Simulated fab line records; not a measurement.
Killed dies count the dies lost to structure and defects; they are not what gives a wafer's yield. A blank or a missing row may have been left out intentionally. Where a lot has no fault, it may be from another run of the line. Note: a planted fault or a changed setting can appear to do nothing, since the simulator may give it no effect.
Comparing a struck lot with a sound one / flow nand-harc / 33 steps out of a route of 1159
Sound: wafers L801.1, L801.2, L801.3. Struck: wafers L804.1, L804.4, L804.6. At the end, the cause is stated.
Each step with rows lists, per side, the tool, then ch with its chambers, then its first start. Under that, the readings that differ: sound wafers / struck wafers / difference of the means / sigmas: that difference in standard deviations of wafers without a fault.
alike: readings with means less than 2 such deviations apart, plus words and numbers identical on both sides. not compared: withheld readings, readings lacking a value on some wafer, bounds such as >300 that could conceal the same value, and numbers that have no deviation in the record and whose values overlap.
The two part at a step that has a row with sigmas, a row that says differs or no value, or rows on one side only. When numbers do not overlap yet have no deviation, they are printed without sigmas and do not part them. A reading missing from all wafers of one side parts the sides only when that side holds two or more wafers.

NHARC_P_GATE_CD_MEAS_59: the cd target is 720 nm.
  sound on cd-sem-01 ch 0, day 8 07:34; struck on cd-sem-01 ch 0, day 8 14:04
  alike: cd-nm
then, 3 steps without rows for these wafers: NHARC_P_GATE_HARDBAKE_60 (time 80 s); NHARC_P_GATE_DESCUM_61 (chemistry O2, time 3 s); NHARC_P_GATE_IMPLANT_62.
NHARC_P_GATE_STRIP_112: strips in N2/H2, time 200 s.
  sound on plasma-asher-01 ch 0,1, day 8 08:07; struck on plasma-asher-01 ch 1, day 8 14:36
  alike: drypump-motor-current-A, heater-power-w
  not compared: rf-hours-counter-h
then, 7 steps without rows for these wafers: NHARC_P_GATE_STRIP_76 (strips in O2); NHARC_P_GATE_STRIP_63 (strips in SPM, time 900 s); NHARC_P_GATE_DEHYDRATE_83 (time 120 s); NHARC_P_GATE_HMDS_84 (time 30 s); NHARC_P_GATE_COAT_85; NHARC_P_GATE_SOFTBAKE_86 (time 95 s); NHARC_P_GATE_EBR_87.
NHARC_P_GATE_EXPOSE_88: exposes mask P HVN, target cd 2000 nm.
  sound on krf-scanner-01 ch 0, day 8 09:08; struck on krf-scanner-04, day 8 15:37
  no value came back on the struck wafers for exposure-dose-mJ-cm2, focus-offset-nm (nm), reticle-temp-C (C); on the sound wafers exposure-dose-mJ-cm2 reads 11.853 11.863 11.872
  alike: mask
then, 2 steps without rows for these wafers: NHARC_P_GATE_PEB_89 (peb time 85 s); NHARC_P_GATE_DEVELOP_90 (time 70 s).
NHARC_P_GATE_CD_MEAS_91: the cd target is 2000 nm.
  sound on cd-sem-01 ch 0, day 8 09:17; struck on cd-sem-03 ch 0, day 8 15:47
reading=cd-nm (nm); sound=1998.9 1999.7 2001.5; struck=- - -; difference=no value on the struck wafers; sigmas=
then, 1 step without rows for these wafers: NHARC_P_GATE_HARDBAKE_92 (time 80 s).
NHARC_P_GATE_DESCUM_93: chemistry O2, time 3 s.
  sound on rie-diel-05 ch 0,2,3, day 8 09:29; struck on rie-diel-05 ch 1,2, day 8 15:57
reading=model.P_GATE.cd-nm (nm); sound=1999 2000 2002; struck=721 719.3 723.5; difference=-1279; sigmas=
  alike: drypump-motor-current-A, mfc-ar-sccm, oes-product-au, rf-vpp-V, showerhead-plenum-p-Torr, throttle-valve-pct
  not compared: rf-hours-counter-h
then, 1 step without rows for these wafers: NHARC_P_GATE_IMPLANT_94.
NHARC_P_GATE_STRIP_113: strips in N2/H2, time 740 s.
  sound on plasma-asher-01 ch 0,1, day 8 09:57; struck on plasma-asher-01 ch 0, day 8 16:38
  alike: drypump-motor-current-A, heater-power-w
  not compared: rf-hours-counter-h
NHARC_P_GATE_STRIP_95: strips in O2.
  sound on plasma-asher-01 ch 0,1, day 8 10:40; struck on plasma-asher-01 ch 0, day 8 17:14
  alike: drypump-motor-current-A, heater-power-w
  not compared: rf-hours-counter-h
then, 1 step without rows for these wafers: NHARC_P_GATE_STRIP_96 (strips in SPM, time 900 s).
NHARC_P_GATE_RTA_64: time 1 s.
  sound on rtp-anneal-01 ch 0, day 8 11:16; struck on rtp-anneal-02 ch 0, day 8 17:48
  alike: lamp-power-pct, wafer_temp_C_max
then, 1 step without rows for these wafers: NHARC_P_GATE_ETCH_77 (etches SiO2 in dHF, target depth 6 nm).
NHARC_P_GATE_DEGAS_109: time 60 s.
  sound on pvd-sputter-01 at day 8 11:34; struck on pvd-sputter-03 at day 8 18:07
  alike: heater-power-w
then, 6 steps without rows for these wafers: NHARC_P_GATE_PRE_CLEAN_110 (time 30 s); NHARC_P_GATE_SPUTTER_78 (material Ni, target thk 10 nm); NHARC_P_GATE_SPUTTER_79 (material TiN, target thk 10 nm); NHARC_P_GATE_RTA_80 (time 30 s); NHARC_P_GATE_STRIP_67 (strips in SPM, time 600 s); NHARC_P_GATE_RTA_82 (time 30 s).
NHARC_P_GATE_INSPECT_68:
  sound on defect-inspect-01 at day 8 12:31; struck on defect-inspect-01 at day 8 19:14
reading=raw-defect-count; sound=198 170 159; struck=1300 1199 1335; difference=+1102; sigmas=+18
-- the record jumps here: 18 days lie between the struck wafers' starts before and after (it left off in module P_GATE and takes up again in module END, whose first step shown is number 1159 of the route) --
NHARC_END_SORT_01:
  sound on prober-01 ch 0, day 25 19:34; struck on prober-01 ch 0, day 26 10:56
reading=killed-at-periphery; sound=3 1 3; struck=656 641 647; difference=+646; sigmas=+99 or more
reading=killed-dies; sound=34 29 28; struck=677 677 677; difference=+647; sigmas=+54
  alike: killed-at-array, killed-at-other, killed-open, killed-short

## WHERE THEY PART
Earliest at NHARC_P_GATE_EXPOSE_88; latest, in this record, at NHARC_END_SORT_01.

WHY: what the simulator had put in
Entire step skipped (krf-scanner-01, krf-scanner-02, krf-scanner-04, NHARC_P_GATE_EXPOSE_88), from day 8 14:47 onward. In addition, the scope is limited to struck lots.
